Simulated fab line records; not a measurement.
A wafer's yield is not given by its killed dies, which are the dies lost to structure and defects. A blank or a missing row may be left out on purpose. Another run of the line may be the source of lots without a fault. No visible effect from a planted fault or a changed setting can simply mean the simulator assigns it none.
A struck lot beside a sound one	flow n5-finfet	38 out of 1938 route steps
Sound: wafers L452.3, L452.4, L452.6. Wafers L466.2, L466.3, L466.5 were the ones struck. The cause is given at the end.
For every step that has rows: the tool of each side, followed by ch and its chambers, followed by its first start. Under that, the readings that differ: sound wafers	struck wafers	difference of the means	sigmas: that difference in standard deviations of wafers without a fault.
alike: a reading whose means differ by less than 2 such deviations, as well as words and numbers matching on both sides. not compared: withheld readings; readings where some wafer has no value; bounds like >300 that might hide an equal value; numbers whose values overlap and for which the record gives no deviation.
The two part at a step that has a row with sigmas, a row that says differs or no value, or rows on one side only. Numbers that don't overlap but have no deviation are shown without sigmas and don't part them. Lack of a reading on every wafer of one side parts them only where that side has two or more wafers.

first, 9 steps without rows for these wafers: N5_FIN_CUT_COAT_19 (time 60 s, resist thk 20 nm); N5_FIN_CUT_COAT_29 (time 60 s, resist thk 10 nm); N5_FIN_CUT_COAT_02 (resist thk 30 nm); N5_FIN_CUT_EBR_04; N5_FIN_CUT_SOFTBAKE_03 (time 60 s); N5_FIN_CUT_EXPOSE_05 (exposes mask FIN CUT); N5_FIN_CUT_PEB_06 (peb time 60 s); N5_FIN_CUT_DEVELOP_07 (develop time 30 s); N5_FIN_CUT_DESCUM_13 (chemistry O2, time 7 s).
N5_FIN_CUT_ETCH_30: etches underlayer in N2/H2, target depth 13 nm, time 10.4 s.
  sound on rie-diel-03 ch 0,1,3, day 2 08:39; struck on rie-diel-03 ch 0,3, day 5 20:47
  alike: drypump-motor-current-A, etch-rf-on-time-s, oes-product-au, rf-vpp-V, showerhead-plenum-p-Torr, throttle-valve-pct
  not compared: rf-hours-counter-h
then, 27 steps without rows for these wafers: N5_FIN_CUT_ETCH_20 (etches SiARC in CF4, target depth 26 nm, time 43.3 s); N5_FIN_CUT_ETCH_21 (etches SOC in N2/H2, target depth 219 nm, overetch 43.8 nm, time 523.5 s); N5_FIN_CUT_STRIP_23 (strips in N2/H2); N5_FIN_CUT_STRIP_31 (strips in N2/H2); N5_FIN_CUT_STRIP_24 (strips in CF4); N5_FIN_CUT_CUT_ETCH_26 (etches SiNx in CH3F/O2, target depth 39 nm, time 55.7 s); N5_FIN_CUT_CUT_ETCH_27 (etches SiO2 in CHF3/O2, target depth 4 nm, overetch 2 nm, time 4.9 s); N5_FIN_CUT_PRECLEAN_35 (cleans in vHF, time 13.3 s); N5_FIN_CUT_CUT_ETCH_15 (etches Si in HBr/Cl2/O2, target depth 100 nm, bt time 10 s, time 42.4 s); N5_FIN_CUT_CUT_ETCH_28 (etches Si in HBr/Cl2/O2, target depth 6 nm, time 2.4 s); N5_FIN_CUT_STRIP_22 (strips in N2/H2); N5_FIN_CUT_PRECLEAN_36 (cleans in O3/DIW, time 60 s); N5_FIN_CUT_SRD_32 (time 30 s); N5_FIN_CUT_UV_OZONE_34 (time 120 s); N5_STI_FIN_REVEAL_ALD_00 (deposits SiO2, target thk 1 nm, pulse time 1 s); N5_STI_FIN_REVEAL_ALD_14 (deposits Si3N4, target thk 3 nm); N5_STI_FIN_REVEAL_FCVD_FILL_01 (material SiO2 flowable, target thk 312 nm, time 512.2 s); N5_STI_FIN_REVEAL_DENSIFY_02 (time 1800 s); N5_STI_FIN_REVEAL_CMP_04 (polishes, stops on Si3N4, t overpolish 4 s, target thk 131.83 nm); N5_STI_FIN_REVEAL_DENSIFY_30; N5_STI_FIN_REVEAL_ETCHBACK_08 (etches SiO2 in C4F6/O2, target depth 30.5 nm, time 10.167 s); N5_STI_FIN_REVEAL_STRIP_24 (strips in N2/H2, time 90 s); N5_STI_FIN_REVEAL_PRECLEAN_25 (cleans in SPM, time 90 s); N5_STI_FIN_REVEAL_PRECLEAN_26 (cleans in SC1, time 45 s); N5_STI_FIN_REVEAL_PRECLEAN_29 (cleans in DHF, time 30 s); N5_STI_FIN_REVEAL_SRD_12 (time 30 s); N5_STI_FIN_REVEAL_RECESS_09 (chemistry HF/NH3, target SiO2, afs cycles 11, target depth 42.5 nm, sublimation time 60 s).
-- here the record skips 11 days between the struck wafers' starts before and after, leaving off in module STI_FIN_REVEAL and picking up in module PASSIVATION (first step shown: number 1936 of the route) --
N5_PASSIVATION_PROBE_49:
  sound on prober-02, day 12 21:25; struck on prober-01, day 16 10:02
reading	sound	struck	difference	sigmas
defect-limited-yield (%)	89.7 90.2 89.1	82.5 84.7 82.5	-6.4	-4
killed_at_M0_to_M3	61 49 52	31 40 21	-23	-2
killed-at-front-end	43 44 41	128 110 139	+83	+6
killed-dies	122 116 129	207 181 206	+76	+4
killed-on-rim	14 13 17	26 18 31	+10	+3
sort_bin_5_function (%)	5.7 6.1 5.6	11.2 9.9 11.6	+5.1	+5
sort-n-pass	1058 1064 1051	973 999 974	-76	-4
sort-yield-pct (%)	89.7 90.2 89.1	82.5 84.7 82.5	-6.4	-4
  alike: killed_at_M4_up, killed-at-contacts, killed-at-other, killed-open, killed-short, sort_bin_6_memory

WHERE THEY PART
At N5_PASSIVATION_PROBE_49 and nowhere else, as far as this record goes.

WHY: the cause the simulator had injected
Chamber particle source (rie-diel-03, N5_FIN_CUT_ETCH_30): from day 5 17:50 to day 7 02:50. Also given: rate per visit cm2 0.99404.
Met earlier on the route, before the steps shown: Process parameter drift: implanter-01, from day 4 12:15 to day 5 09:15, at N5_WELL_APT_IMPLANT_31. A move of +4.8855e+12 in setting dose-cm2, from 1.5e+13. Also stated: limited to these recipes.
